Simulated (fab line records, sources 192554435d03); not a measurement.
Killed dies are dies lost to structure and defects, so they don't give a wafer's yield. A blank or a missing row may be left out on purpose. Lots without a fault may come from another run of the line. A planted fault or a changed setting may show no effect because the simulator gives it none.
Problem report in the 8D (eight disciplines) form, filled by code | flow n5_finfet | the parts of the form that need people (team, actions taken, sign-off) are left out

1. THE PROBLEM
strip_time_to_endpoint_s at N5_BEOL_M13_STRIP_64 reads a mean of 52.05 s on 6 wafers of 2 lots; wafers without a fault read 31.32 s with a standard deviation of 0.077. That is +99 or more standard deviations from the usual mean.
The step: strips in N2/H2.
First seen on wafer L241.1, day 15 18:50, on plasma_asher-02. The record holds 30 wafers of 10 lots with a number at this step. Rule for "out", or "out of limits": more than 4 standard deviations from the usual mean. The other wafers with a number count as sound.

2. WHAT IT IS AND WHAT IT IS NOT
question                    | is                       | is not
which readings at this step | strip_time_to_endpoint_s | drypump_motor_current_A, heater_power_w
which lots                  | L241, L242               | L222, L224, L227, L230, L235, L243, L244, L245
which wafers of those lots  | all that have a number   | -
read on which tools         | plasma_asher-02          | plasma_asher-01
when                        | from day 15 18:50        | up to then (15 sound wafers); but 9 sound wafers of L243, L244, L245 came after

3. SUSPECTS, AND WHAT RULES EACH OUT
Counting: a tool at a process step up to the reading stays a suspect if it ran every lot that is out and no sound lot after the first of them.
- plasma_asher-02 at N5_BEOL_M13_STRIP_63 (strips in N2/H2): kept. It ran every lot that is out, first L241 (day 15 18:47), and no sound lot after that; its last sound lot up to then is L235 (day 13 06:34).
- plasma_asher-02 at N5_BEOL_M13_STRIP_64 (strips in N2/H2): kept. It ran every lot that is out, first L241 (day 15 18:50), and no sound lot after that; its last sound lot up to then is L235 (day 13 06:37). Its own readings are out on those wafers: strip_time_to_endpoint_s.
Left after counting: plasma_asher-02 at N5_BEOL_M13_STRIP_63, plasma_asher-02 at N5_BEOL_M13_STRIP_64.

4. THE CAUSE (what the simulator had put in)
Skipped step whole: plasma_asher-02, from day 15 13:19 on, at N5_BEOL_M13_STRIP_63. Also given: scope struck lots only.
Counting left 2 suspects, and this tool is among them.

5. THE CHAIN OF EFFECTS, in route order
Each row: a reading whose mean over the struck wafers that have a number lies more than 3 standard deviations from the usual. Only readings for which the record gives a usual standard deviation are gone through. hours: the time from each lot's start at the first step in this table that gives one to its start at this step, as a median over the lots. sigmas: the change in usual standard deviations.
hours | step                 | reading                  | usual   | on struck wafers | change | sigmas
0     | N5_BEOL_M13_STRIP_64 | strip_time_to_endpoint_s | 31.32 s | 52.05            | +20.73 | +99 or more
The process steps in it:
- N5_BEOL_M13_STRIP_64: strips in N2/H2.
Readings that are blank on the struck wafers while sound wafers have them: chamber_pressure_mTorr at N5_BEOL_M13_STRIP_63; drypump_motor_current_A at N5_BEOL_M13_STRIP_63; h2_flow_sccm at N5_BEOL_M13_STRIP_63; heater_power_w at N5_BEOL_M13_STRIP_63; oes_product_au at N5_BEOL_M13_STRIP_63; strip_time_to_endpoint_s at N5_BEOL_M13_STRIP_63.
Later measuring or inspecting steps at which every struck wafer that the step has a row for has a number for every such reading, and none has moved that far: N5_BEOL_M13_OVL_MEAS_29.

6. WHAT WOULD HAVE CAUGHT IT SOONER
In this record the first reading out of limits was taken at day 15 18:50, 6 hours after the fault began at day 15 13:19.
At N5_BEOL_M13_STRIP_63 the tool's readings are blank on the struck wafers, where sound wafers have them: an empty tool record is the first sign, and it was there at once.
Of the lots that are out (2), L242 began N5_BEOL_M13_STRIP_63 on plasma_asher-02 after day 15 18:50. A hold on the tool at that time would have spared it.
